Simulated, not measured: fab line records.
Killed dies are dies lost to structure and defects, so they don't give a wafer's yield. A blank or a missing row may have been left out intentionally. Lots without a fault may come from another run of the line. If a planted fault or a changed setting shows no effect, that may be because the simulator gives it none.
Split-lot study | flow n5Finfet | 21 wafers read from 7 lots, route of 1938 steps

## ON THE SPLIT
At N5_SDB_COAT_05 (resist thk 90 nm), the setting spinRpm was moved away from the recipe's 1500 rpm on 6 of the 21 wafers read, by -6.7% to +5.8%. This setting was run at the recipe's value on the other wafers.

The split's own step is where the reading is taken.

## THE READING
CAR-ArF_of_SDB_COAT_05.thkNm (the simulator's own value, which no gauge read), in nm, at N5_SDB_COAT_05 (resist thk 90 nm). No usual value for it is given in the file. The 15 wafers here that ran the recipe average 89.8 nm, standard deviation 0.24 nm.

wafer  | tool, chamber at the split | spinRpm as run, rpm | against the recipe | CAR-ArF_of_SDB_COAT_05.thkNm, nm | against lot-mates on the recipe
L075.1 | lithoTrack-03, 0           | 1500                | recipe             | 89.8                             | -
L075.2 | lithoTrack-03, 0           | 1500                | recipe             | 90                               | -
L075.5 | lithoTrack-03, 0           | 1500                | recipe             | 90                               | -
L081.1 | lithoTrack-04, 0           | 1429                | -4.7%              | 92                               | +2.4
L081.2 | lithoTrack-04, 0           | 1429                | -4.7%              | 91.8                             | +2.2
L081.5 | lithoTrack-04, 0           | 1500                | recipe             | 89.6                             | -
L084.1 | lithoTrack-01, 0           | 1500                | recipe             | 89.6                             | -
L084.6 | lithoTrack-01, 0           | 1500                | recipe             | 89.6                             | -
L084.3 | lithoTrack-01, 0           | 1500                | recipe             | 89.2                             | -
L089.3 | lithoTrack-04, 0           | 1587                | +5.8%              | 87.2                             | -2.4
L089.5 | lithoTrack-04, 0           | 1587                | +5.8%              | 87                               | -2.6
L089.6 | lithoTrack-04, 0           | 1500                | recipe             | 89.6                             | -
L092.3 | lithoTrack-04, 0           | 1500                | recipe             | 89.8                             | -
L092.4 | lithoTrack-04, 0           | 1500                | recipe             | 90.2                             | -
L092.5 | lithoTrack-04, 0           | 1500                | recipe             | 90                               | -
L094.1 | lithoTrack-04, 0           | 1500                | recipe             | 89.8                             | -
L094.3 | lithoTrack-04, 0           | 1500                | recipe             | 89.8                             | -
L094.6 | lithoTrack-04, 0           | 1500                | recipe             | 90                               | -
L096.1 | lithoTrack-03, 0           | 1500                | recipe             | 89.8                             | -
L096.3 | lithoTrack-03, 0           | 1399                | -6.7%              | 93.2                             | +3.4
L096.6 | lithoTrack-03, 0           | 1399                | -6.7%              | 93.4                             | +3.6

THE FIT
A straight line over all 21 wafers: CAR-ArF_of_SDB_COAT_05.thkNm changes by -0.485 nm for each +1% of spinRpm; r = -0.99; the points scatter about the line by 0.24 nm.
The same after taking each lot's own level away (the mean of its wafers on the recipe; 21 wafers): -0.48 nm for each +1%; r = -0.99; scatter 0.17 nm.
That fit puts the effect of the largest move of spinRpm on the reading at 3.2 nm.
Across the lots, their own levels run from 89.47 to 90.00 nm, a range of 2.3 times the standard deviation given above.
So the lot-to-lot level changes the slope little: the two slopes agree.
Check: for one of the wafers moved furthest among these (-6.7%), held out of the fit, the line's prediction against its lot-mates is +3.25 nm. It came out at +3.4 nm against them.

## FURTHER SPLITS ON THESE WAFERS
These wafers also went through other splits before the reading. Each is held against what the fit with the lots' levels taken away leaves over:
other split on the same wafers      | wafers away from the commonest value | r with CAR-ArF_of_SDB_COAT_05.thkNm (lot level and that fit taken away)
N5_FIN_SAQP_PEB_14 pebTimeS         | 8                                    | +0.02
N5_FIN_SAQP_DEVELOP_15 developTimeS | 5                                    | -0.17
N5_FIN_SAQP_FIN_ETCH_36 icpW        | 7                                    | +0.34
N5_FIN_CUT_COAT_02 spinRpm          | 10                                   | -0.40
N5_DUMMY_GATE_COAT_28 spinRpm       | 6                                    | +0.11
N5_SD_EPI_N_COAT_32 spinRpm         | 5                                    | +0.07
N5_SD_EPI_N_EXPOSE_06 doseMj        | 4                                    | -0.26

## FILE'S OWN FIT
CAR-ArF_of_SDB_COAT_05.thkNm changes by -0.483 nm for each +1% of spinRpm, r = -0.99.
